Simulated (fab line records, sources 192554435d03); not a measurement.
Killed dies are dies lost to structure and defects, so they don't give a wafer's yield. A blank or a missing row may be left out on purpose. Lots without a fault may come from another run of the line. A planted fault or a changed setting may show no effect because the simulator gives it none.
Chamber matching | flow n5_finfet | N5_BEOL_M0_SAQP_ILD_DEP_01 on pecvd-04: 3 sister chambers
The step deposits SiOC from DEMS/O2, target thk 45.419 nm, time 8.7 s. 6 wafers are shown with their chamber, then 8 later ones without.

WAFERS WITH THEIR CHAMBER
wafer  | chamber | showerhead_plenum_p_Torr (Torr) | throttle_valve_pct (%)
L082.4 | 0       | 5.713                           | 12.4
L083.1 | 0       | 5.708                           | 12.5
L083.4 | 2       | 5.683                           | 11.5
L084.2 | 2       | 5.687                           | 11.9
L084.4 | 1       | 5.709                           | 11.9
L085.2 | 1       | 5.710                           | 12.0

WAFERS WITHOUT THEIR CHAMBER
wafer  | showerhead_plenum_p_Torr (Torr) | throttle_valve_pct (%)
L085.4 | 5.701                           | 12.0
L085.6 | 5.671                           | 10.3
L093.2 | 5.718                           | 12.6
L093.3 | 5.710                           | 11.9
L093.6 | 5.701                           | 12.5
L086.3 | 5.695                           | 10.6
L086.4 | 5.700                           | 12.7
L086.5 | 5.683                           | 10.9

WHICH CHAMBER EACH WENT THROUGH
wafer  | from the rows above     | in truth
L085.4 | can't be placed: 1 or 0 | 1
L085.6 | 2                       | 2
L093.2 | can't be placed: 0 or 1 | 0
L093.3 | 1                       | 1
L093.6 | can't be placed: 0 or 1 | 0
L086.3 | 2                       | 2
L086.4 | can't be placed: 0 or 1 | 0
L086.5 | 2                       | 2
Placed correctly: 4 of 8. Can't be placed from these rows: 4 (the true chamber is among the candidates in 4). Placed wrongly: 0.
How it was worked out, from the rows above alone: a wafer's distance from a chamber is the root of the sum, over the readings, of the square of ((its reading less the chamber's mean) divided by the reading's scatter). The wafer belongs to the nearest chamber; if the next one is less than 2 further off, it can't be placed. A chamber's mean is the mean of its shown wafers. The scatter: the root of (the sum of the squares of (reading less its chamber's mean) over the shown wafers, divided by (wafers less chambers)).
